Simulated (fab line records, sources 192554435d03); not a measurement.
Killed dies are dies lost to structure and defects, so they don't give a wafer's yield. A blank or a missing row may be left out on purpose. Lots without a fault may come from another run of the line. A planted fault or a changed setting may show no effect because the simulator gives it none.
Which tool did it? | flow n5_finfet | 10 lots, 30 wafers sampled, at 4 steps of a route of 1938

WHAT THE GAUGES READ, wafer by wafer
N5_BEOL_M4_RC_MEAS_101.
lot  | measured     | on        | COMB_M4_max_site (S/m)
L884 | day 8 04:57  | prober-02 | 1.25e-10 9e-11 4.4e-11
L885 | day 8 14:56  | prober-02 | 8.2e-11 7.5e-11 1.35e-10
L888 | day 8 23:53  | prober-01 | 8.9e-11 8e-11 8.5e-11
L892 | day 10 18:28 | prober-02 | 1.42e-10 2.12e-10 2.95e-10
L895 | day 11 05:29 | prober-02 | 2.19e-10 2.05e-10 2.22e-10
L897 | day 11 12:03 | prober-01 | 8.9e-11 9.3e-11 7.7e-11
L899 | day 12 05:29 | prober-01 | 5.5e-11 8.5e-11 8.3e-11
L898 | day 12 10:29 | prober-02 | 1.16e-10 5.7e-11 1e-10
L904 | day 13 16:23 | prober-01 | 4.8e-11 4e-11 6.7e-11
L905 | day 13 18:04 | prober-01 | 5.3e-11 6.7e-11 5.3e-11

WHICH TOOL RAN EACH LOT (tool, then ch and the chambers of the sampled wafers, then the start)
lot  | N5_BEOL_M4_ALD_84                   | N5_BEOL_M4_ANNEAL_91         | N5_BEOL_M4_DEP_57
L884 | ald_metal-02 ch 2,3, day 8 01:29    | pvd_sputter-02, day 8 03:16  | pecvd-02 ch 0,1,2, day 8 04:50
L885 | ald_metal-01 ch 0,2,3, day 8 09:43  | pvd_sputter-02, day 8 13:16  | pecvd-01 ch 1,2, day 8 14:49
L888 | ald_metal-02 ch 1,2, day 8 20:23    | pvd_sputter-02, day 8 22:12  | pecvd-01 ch 0,1,2, day 8 23:46
L892 | ald_metal-02 ch 0,1,2, day 10 14:35 | pvd_sputter-02, day 10 16:19 | pecvd-02 ch 0,1,2, day 10 17:53
L895 | ald_metal-02 ch 0,1,3, day 11 00:33 | pvd_sputter-03, day 11 03:29 | pecvd-02 ch 0,1,2, day 11 05:22
L897 | ald_metal-01 ch 1,3, day 11 08:09   | pvd_sputter-03, day 11 10:22 | pecvd-04 ch 0,1,2, day 11 11:56
L899 | ald_metal-03 ch 2,3, day 12 01:08   | pvd_sputter-01, day 12 02:52 | pecvd-01 ch 0,1, day 12 05:04
L898 | ald_metal-03 ch 0,1,2, day 12 06:52 | pvd_sputter-02, day 12 08:39 | pecvd-04 ch 0,1,2, day 12 10:13
L904 | ald_metal-01 ch 1,2,3, day 13 12:27 | pvd_sputter-01, day 13 14:33 | pecvd-02 ch 0,2, day 13 16:07
L905 | ald_metal-01 ch 0,1,2, day 13 12:40 | pvd_sputter-02, day 13 15:51 | pecvd-02 ch 1,2, day 13 17:25
- N5_BEOL_M4_ALD_84: deposits TaN, pulse time 2 s, purge time 3 s, co reactant purge time 2 s.
- N5_BEOL_M4_ANNEAL_91: time 240 s.
- N5_BEOL_M4_DEP_57: deposits SiCN from 3MS/NH3, target thk 8 nm, time 14 s.

THE ANSWER, worked out from the rows above alone
Rule: what is usual is taken from the lots themselves. Put in order of their means at a reading, lots are off if they are a third of the lots or fewer, leave a main group of 4 or more, and stand apart from it by a gap of 3 or more times the standard deviation of the main group's means; of several such gaps the widest counts. A main group whose means are all the same, to the digits that the tables above print for the reading, isn't used. A lot without any number at a reading at which 4 lots or more have one is off too. The other lots that the step has rows for count as sound.
Off: L892, L895, at N5_BEOL_M4_RC_MEAS_101 (COMB_M4_max_site). The main group: mean 7.9e-11 S/m, standard deviation 1.5e-11.
A tool fits if, at a process step before that reading, it ran every lot that is off, and no sound lot after the first of them. The gauges at N5_BEOL_M4_RC_MEAS_101 are tried like those tools. One fits: ald_metal-02 at N5_BEOL_M4_ALD_84. Its last sound lot is L888 (day 8 20:23), its first lot that is off L892 (day 10 14:35): a fault that began between those two fits.

WHAT THE SIMULATOR HAD PUT IN
Site profile drift: ald_metal-02, from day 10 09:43 on, at N5_BEOL_M4_ALD_84. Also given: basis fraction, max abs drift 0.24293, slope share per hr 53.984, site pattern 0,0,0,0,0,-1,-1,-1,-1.
Lots struck among those shown: L892, L895. The rule above found the same.
